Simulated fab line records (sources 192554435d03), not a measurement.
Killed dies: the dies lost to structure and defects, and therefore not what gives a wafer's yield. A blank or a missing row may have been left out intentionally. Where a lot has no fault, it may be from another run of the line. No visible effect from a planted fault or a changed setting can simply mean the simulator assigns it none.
fab line records	flow n5-finfet
record: lots: 9	wafers: 26	last-day: 19
route steps=1938 shown SDB@356 BEOL_M4@1111
lots that met no fault: from a run of the same line without faults
start-h: the number of hours between the record's first day and the start of the first shown wafer of the lot	wait-h: how many hours have passed since the lot's step before this one	" unchanged from the row above	L1.1+2: a row that stands for several wafers	- no value, or no start was given	* or withheld: withheld	< > ~ a bound
route shown NAME@n: names a module that has steps shown in the file, with the first one's number in the route	usual: mean and standard deviation over wafers with no fault	same: alike in all rows	chamber/n: place in a boat	sites: per-site readings	_std_site: their standard deviation	_edge_site: the outer-site mean with the inner-site mean subtracted	radius-mm: for every site, how far away it sits from the centre of the wafer	mask NAME#n: copy n	behind: the most recent tool/chamber to have shaped the wafer	hold: the reason the lot was held/the length of the hold in hours/how it ended	device: the transistor (n, p or np) that didn't switch	end of line: the same wafers' tests at the end of the route	a step given without rows: its recipe and nothing more	killed: dies that structure and defects cost at the first sort, which is not the same as the wafer's yield	map: shows each die of a wafer: x if killed, . if not, _ if none is there
set.NAME: the setting the step ran with; set.NAME@STEP: the setting that earlier step ran with	model.NAME: the simulator's own value behind a step, which no gauge read
the route's steps for a sample of lots (tables are steps, rows are wafers)
services: the hour from which a tool's chamber was out of use, counted from the record's first day as start-h (under 0 if before that day), plus the number of hours and why
== steps ==
step: N5_SDB_CD_MEAS_11
recipe: target-cd-nm: 50	landing-energy-ev: 500	detector: se-inlens	polarity: opening
usual: cd-nm: 49.7/1.2
lot.wafer	tool	chamber	start-h	wait-h	cd-nm
L443.1	cd-sem-01	0	65.97	-	50.0
L443.3	"	0	"	"	49.6
L443.5	"	0	"	"	50.5
L445.2	cd-sem-02	0	80.92	-	49.5
L445.3	"	0	"	"	47.8
L447.1	cd-sem-01	0	92.85	-	46.7
L447.3	"	0	"	"	48.7
L447.6	"	0	"	"	48.2
L448.2	cd-sem-03	0	96.15	-	50.1
L448.3	"	0	"	"	51.0
L448.5	"	0	"	"	50.9
L450.1	cd-sem-03	0	106.44	-	48.1
L450.4	"	0	"	"	49.1
L450.6	"	0	"	"	49.5
L451.1	cd-sem-01	0	116.40	-	48.5
L451.3	"	0	"	"	47.9
L451.6	"	0	"	"	46.6
L463.3	cd-sem-01	0	190.42	-	49.0
L463.5	"	0	"	"	49.8
L463.6	"	0	"	"	48.1
L465.3	cd-sem-02	0	197.86	-	51.6
L465.4	"	0	"	"	51.1
L465.5	"	0	"	"	51.9
L466.1	cd-sem-02	0	203.84	-	50.2
L466.3	"	0	"	"	50.9
L466.4	"	0	"	"	50.3
step: N5_SDB_ETCH_18
recipe: chemistry: N2/H2	target: SOC	target-depth-a: 1000	overetch-a: 200	mask-material: SiARC	temp-c: 40	time-s: 150	ion-energy-ev: 200	pressure-mtorr: 30	source-w: 840	bias-w: 150	n2-flow-sccm: 200	h2-flow-sccm: 200
usual: bias-w: 150.0/0.51	chamber-pressure-mTorr: 30.001/0.029	drypump-motor-current-A: 5.7/0.51	oes-product-au: 0.72/0.078	rf-vpp-V: 524.3/2.5	showerhead-plenum-p-Torr: 2.55/0.09	throttle-valve-pct: 17.75/0.26
lot.wafer	tool	chamber	start-h	wait-h	bias-w	chamber-pressure-mTorr	drypump-motor-current-A	oes-product-au	rf-hours-counter-h	rf-vpp-V	showerhead-plenum-p-Torr	throttle-valve-pct
L443.1	rie-diel-06	2	66.37	0.0	150.4	29.991	5.4	0.64	205	525.5	2.60	17.84
L443.3	"	0	"	"	150.7	30.024	5.3	0.62	236	525.7	2.61	18.17
L443.5	"	2	"	"	150.6	30.018	5.3	0.64	-	526.4	2.60	17.83
L445.2	rie-diel-03	2	81.07	0.0	150.8	29.966	5.6	0.79	40	521.9	2.47	17.85
L445.3	"	1	"	"	150.4	29.974	6.3	0.75	67	524.8	2.57	17.31
L447.1	rie-diel-06	0	93.01	0.0	149.9	29.979	5.3	0.61	245	524.9	2.61	18.17
L447.3	"	1	"	"	149.6	30.029	5.9	0.86	7	529.4	2.72	17.61
L447.6	"	0	"	"	150.2	30.008	5.3	0.62	-	525.5	2.61	18.18
L448.2	rie-diel-04	2	96.30	0.0	149.9	30.003	6.8	0.64	191	524.0	2.52	18.21
L448.3	"	3	"	"	149.8	30.027	5.8	0.66	162	523.9	2.53	17.53
L448.5	"	3	"	"	149.7	29.995	5.8	0.65	-	522.2	2.53	17.53
L450.1	rie-diel-03	2	106.72	0.0	150.0	29.988	5.6	0.78	48	523.3	2.47	17.87
L450.4	"	0	"	"	150.0	30.023	5.2	0.73	82	528.3	2.66	17.72
L450.6	"	2	"	"	149.9	29.992	5.6	0.78	-	522.3	2.47	17.86
L451.1	rie-diel-03	2	116.56	0.0	149.9	29.998	5.6	0.79	50	522.1	2.47	17.88
L451.3	"	1	"	"	149.3	30.003	6.3	0.73	76	525.0	2.56	17.32
L451.6	"	1	"	"	149.9	30.054	6.3	0.74	-	524.8	2.56	17.33
L463.3	rie-diel-03	1	190.70	0.0	149.8	29.959	6.3	0.71	100	524.3	2.55	17.37
L463.5	"	0	"	"	150.2	29.968	5.1	0.70	-	527.7	2.64	17.76
L463.6	"	1	"	"	149.5	30.041	6.3	0.71	-	524.4	2.55	17.36
L465.3	rie-diel-03	1	198.01	0.0	150.6	29.966	6.3	0.72	104	524.3	2.55	17.38
L465.4	"	3	"	"	151.0	29.996	5.7	0.72	100	522.0	2.45	17.69
L465.5	"	2	"	"	150.4	30.001	5.7	0.76	-	521.1	2.46	17.93
L466.1	rie-diel-06	0	204.10	0.0	150.3	29.975	5.3	0.81	23	526.5	2.59	17.78
L466.3	"	3	"	"	149.4	29.973	4.9	0.82	32	528.0	2.69	17.76
L466.4	"	1	"	"	150.9	30.018	5.9	0.80	43	527.3	2.70	17.67
step: N5_SDB_STRIP_21
recipe: chemistry: CF4	resist: SiARC	power-w: 300	bias-power-w: 75	pressure-mtorr: 50	cf4-flow-sccm: 150	rf-frequency-hz: 6e+07
usual: cf4-flow-sccm: 150.0/0.43	chamber-pressure-mTorr: 50.00/0.047	drypump-motor-current-A: 5.7/0.51	oes-product-au: 0.79/0.087	rf-vpp-V: 271.3/1.4	showerhead-plenum-p-Torr: 1.80/0.065	throttle-valve-pct: 13.56/0.24
lot.wafer	tool	chamber	start-h	wait-h	cf4-flow-sccm	chamber-pressure-mTorr	drypump-motor-current-A	oes-product-au	rf-hours-counter-h	rf-vpp-V	showerhead-plenum-p-Torr	throttle-valve-pct
L443.1	rie-diel-06	2	66.51	0.0	150.1	50.00	5.4	0.71	205	271.9	1.85	13.79
L443.3	"	0	"	"	150.8	49.98	5.3	0.69	236	273.0	1.85	13.96
L443.5	"	2	"	"	150.1	50.02	5.4	0.71	-	270.8	1.85	13.79
L445.2	rie-diel-03	2	81.21	0.0	150.5	50.03	5.6	0.87	40	272.0	1.75	13.54
L445.3	"	1	"	"	150.6	50.02	6.2	0.82	67	272.2	1.81	13.20
L447.1	rie-diel-06	0	93.15	0.0	150.0	49.93	5.3	0.68	246	271.6	1.84	13.96
L447.3	"	1	"	"	150.6	50.07	5.9	0.96	8	273.7	1.92	13.38
L447.6	"	0	"	"	150.3	50.02	5.3	0.68	-	272.1	1.85	13.96
L448.2	rie-diel-04	2	96.44	0.0	150.4	49.92	6.8	0.69	191	271.5	1.77	13.95
L448.3	"	3	"	"	149.8	49.96	5.8	0.72	162	272.5	1.79	13.47
L448.5	"	3	"	"	150.5	49.96	5.8	0.72	-	271.4	1.79	13.49
L450.1	rie-diel-03	2	106.86	0.0	149.1	49.99	5.6	0.87	48	270.4	1.75	13.55
L450.4	"	0	"	"	151.0	50.06	5.2	0.80	82	271.9	1.89	13.56
L450.6	"	2	"	"	148.8	50.00	5.6	0.86	-	270.1	1.75	13.56
L451.1	rie-diel-03	2	116.70	0.0	149.7	49.96	5.6	0.87	50	271.0	1.75	13.58
L451.3	"	1	"	"	149.7	49.97	6.3	0.81	77	271.1	1.81	13.22
L451.6	"	1	"	"	150.7	49.95	6.3	0.81	-	272.9	1.81	13.22
L463.3	rie-diel-03	1	190.84	0.0	149.5	49.99	6.2	0.79	101	272.1	1.80	13.29
L463.5	"	0	"	"	149.2	50.01	5.2	0.78	-	271.8	1.88	13.64
L463.6	"	1	"	"	149.9	49.95	6.3	0.79	-	270.6	1.80	13.27
L465.3	rie-diel-03	1	198.15	0.0	149.4	50.05	6.3	0.79	104	271.3	1.80	13.29
L465.4	"	3	"	"	149.7	50.08	5.7	0.80	100	268.1	1.73	13.34
L465.5	"	2	"	"	149.8	50.04	5.6	0.82	-	269.5	1.74	13.65
L466.1	rie-diel-06	0	204.24	0.0	150.7	50.05	5.3	0.89	23	272.1	1.84	13.45
L466.3	"	3	"	"	150.4	50.00	4.9	0.91	32	273.1	1.90	13.65
L466.4	"	1	"	"	150.6	50.03	5.9	0.88	43	273.3	1.91	13.45
step: N5_SDB_CMP_30
recipe: stop-on: poly-Si	t-overpolish-s: 1.54	post-cmp-clean: alkaline-brush	down-force-psi: 4.1491	platen-rpm: 51.796	pad-velocity-m-s: 1.0306	target-thk-nm: 30
usual: motor-current-A: 11.6/0.88	overpolish-run-s: 1.540/0.0077	time-to-endpoint-s: 16.3/2.3
lot.wafer	tool	chamber	start-h	wait-h	motor-current-A	overpolish-run-s	time-to-endpoint-s
L443.1	cmp-03	2	70.39	1.5	11.1	1.544	22.1
L443.3	"	0	"	"	11.4	1.533	16.6
L443.5	"	2	"	"	10.9	1.528	17.8
L445.3	cmp-02	1	85.77	1.4	13.5	1.558	17.1
L445.2	"	3	"	"	11.6	1.542	14.1
L447.3	cmp-03	3	96.58	1.4	11.4	1.540	18.6
L447.1	"	1	"	"	11.1	1.544	16.0
L447.6	"	0	"	"	11.6	1.537	17.6
L448.3	cmp-02	2	99.83	1.5	10.9	1.532	15.9
L448.2	"	3	"	"	11.7	1.538	15.0
L448.5	"	1	"	"	13.1	1.535	18.6
L450.1	cmp-03	0	110.22	1.4	12.2	1.536	16.3
L450.4	"	1	"	"	11.2	1.535	14.3
L450.6	"	3	"	"	11.7	1.535	17.7
L451.3	cmp-03	1	120.02	1.4	11.7	1.542	17.7
L451.1	"	0	"	"	11.3	1.551	16.3
L451.6	"	2	"	"	10.8	1.535	20.7
L463.3	cmp-02	2	194.24	1.4	10.9	1.524	32.8
L463.6	"	2	"	"	10.6	1.542	32.9
L463.5	"	3	"	"	11.4	1.527	16.6
L465.4	cmp-02	1	201.54	1.5	12.7	1.535	17.8
L465.3	"	2	"	"	11.4	1.526	35.4
L465.5	"	0	"	"	10.8	1.546	16.8
L466.1	cmp-03	0	207.60	1.4	11.5	1.533	17.4
L466.3	"	1	"	"	11.5	1.540	16.6
L466.4	"	2	"	"	11.4	1.548	20.0
step: N5_BEOL_M4_RC_MEAS_101
usual: DIBL_N: 36.0/2.2	DIBL_P: 36.2/2.4	IOFF_N: 0.16/0.035	IOFF_P: 0.21/0.037	ION_N: 672/13	ION_P: 461/7	SS_N: 71.4/0.69	SS_P: 73.2/0.75	VT_N: 250/3.4	VT_P: -251/3
lot.wafer	tool	chamber	start-h	wait-h	DIBL_N[mV/V]	DIBL_P[mV/V]	IOFF_N[nA/um]	IOFF_P[nA/um]	ION_N[uA/um]	ION_P[uA/um]	SS_N[mV/dec]	SS_P[mV/dec]	VT_N[mV]	VT_P[mV]
L445.2	prober-01	0	202.54	0.2	38.5	37.1	0.18	0.22	671	458	72.7	73.8	247	-250
L445.3	"	0	"	"	39.2	37.9	0.21	0.24	679	458	71.8	73.9	248	-246
L443.1	prober-01	0	205.02	0.0	33.9	34.2	0.12	0.17	659	451	71.3	73.7	252	-257
L443.3	"	0	"	"	35.4	35.7	0.16	0.19	677	457	71.1	73.4	250	-253
L443.5	"	0	"	"	35.7	36.5	0.17	0.21	694	467	70.8	73.6	246	-252
L447.1	prober-02	0	232.31	0.0	34.8	35.5	0.14	0.20	672	463	70.9	73.6	252	-252
L447.3	"	0	"	"	34.9	35.1	0.14	0.20	666	462	70.7	72.9	251	-248
L447.6	"	0	"	"	33.5	34.3	0.12	0.18	661	457	70.3	72.7	254	-251
L450.1	prober-02	0	235.70	0.0	34.2	33.5	0.13	0.18	675	465	70.3	72.5	252	-250
L450.4	"	0	"	"	36.7	37.9	0.18	0.24	684	471	71.8	73.6	246	-246
L450.6	"	0	"	"	36.2	36.5	0.16	0.22	683	460	70.8	73.1	249	-250
L448.2	prober-02	0	236.88	0.2	37.0	39.5	0.18	0.26	667	465	72.0	74.1	252	-250
L448.3	"	0	"	"	36.6	38.0	0.17	0.23	674	460	71.6	74.1	248	-251
L448.5	"	0	"	"	34.1	35.2	0.13	0.19	660	463	71.6	72.9	254	-254
L451.1	prober-01	0	240.70	0.0	38.1	37.4	0.20	0.21	667	455	72.1	73.1	250	-252
L451.3	"	0	"	"	38.7	40.3	0.22	0.26	690	466	71.9	74.4	244	-246
L451.6	"	0	"	"	37.8	39.1	0.19	0.23	677	459	71.7	73.5	248	-252
L463.3	prober-01	0	316.21	0.3	36.3	35.8	0.16	0.18	681	460	71.5	72.7	248	-254
L463.5	"	0	"	"	36.5	36.5	0.16	0.19	684	460	71.9	73.1	253	-252
L463.6	"	0	"	"	39.1	39.1	0.21	0.23	696	462	71.9	73.3	245	-251
L465.3	prober-02	0	338.34	0.3	37.0	38.6	0.19	0.23	689	460	71.7	74.1	247	-250
L465.4	"	0	"	"	37.4	39.4	0.20	0.23	696	470	72.3	73.4	247	-251
L465.5	"	0	"	"	35.2	37.4	0.17	0.21	681	468	71.6	73.8	250	-251
L466.1	prober-01	0	341.10	0.0	36.0	35.5	0.14	0.20	676	466	70.8	73.0	251	-249
L466.3	"	0	"	"	37.5	37.4	0.18	0.24	682	473	71.7	73.2	249	-247
L466.4	"	0	"	"	36.2	36.2	0.16	0.21	678	466	71.3	73.0	250	-248
== services ==
tool	chamber	start-h	hours	kind
cmp-03	-	44.41	3.1	repair
rie-diel-06	1	49.39	-	clean
rie-diel-06	1	49.39	-	consumable-replace:focus-ring
rie-diel-06	1	49.39	-	consumable-replace:showerhead
rie-diel-06	1	49.39	21.1	scheduled-down
rie-diel-06	1	49.39	21.1	vent-cycle
cmp-03	-	61.63	1.8	repair
cmp-02	-	63.53	3.0	repair
cmp-03	-	67.79	2.6	repair
rie-diel-06	3	70.48	-	clean
rie-diel-06	3	70.48	-	consumable-replace:focus-ring
rie-diel-06	3	70.48	-	consumable-replace:showerhead
rie-diel-06	3	70.48	28.0	scheduled-down
rie-diel-06	3	70.48	28.0	vent-cycle
rie-diel-03	0	72.76	9.1	repair
rie-diel-06	-	74.08	0.7	repair
cmp-03	-	76.05	1.3	repair
rie-diel-06	0	112.78	-	clean
rie-diel-06	0	112.78	-	consumable-replace:focus-ring
cmp-02	-	129.15	4.9	repair
rie-diel-04	2	142.43	9.2	repair
rie-diel-04	3	166.11	2.1	repair
rie-diel-06	-	202.66	1.0	repair
cmp-02	-	205.60	1.3	repair
== key ==
first-sign: step: N5_SDB_CMP_30	reading: time-to-endpoint-s	direction: up	sigmas: 7.4	usual: *	struck: *
effect none on later readings
met-at N5_SDB_CMP_30
struck-lots L463,L465
struck-wafers L463.3,L463.6,L465.3
not-acting-at N5_SDB_CD_MEAS_11,N5_SDB_ETCH_18,N5_SDB_STRIP_21
onset-between 99.83 194.24
fault: kind: process-parameter-drift	tool: cmp-02	chamber: -	onset-h: 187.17	steps: N5_SDB_CMP_30	channel: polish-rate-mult	offset: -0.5	shape: step	end-h: 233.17	scope: struck-wafers-only
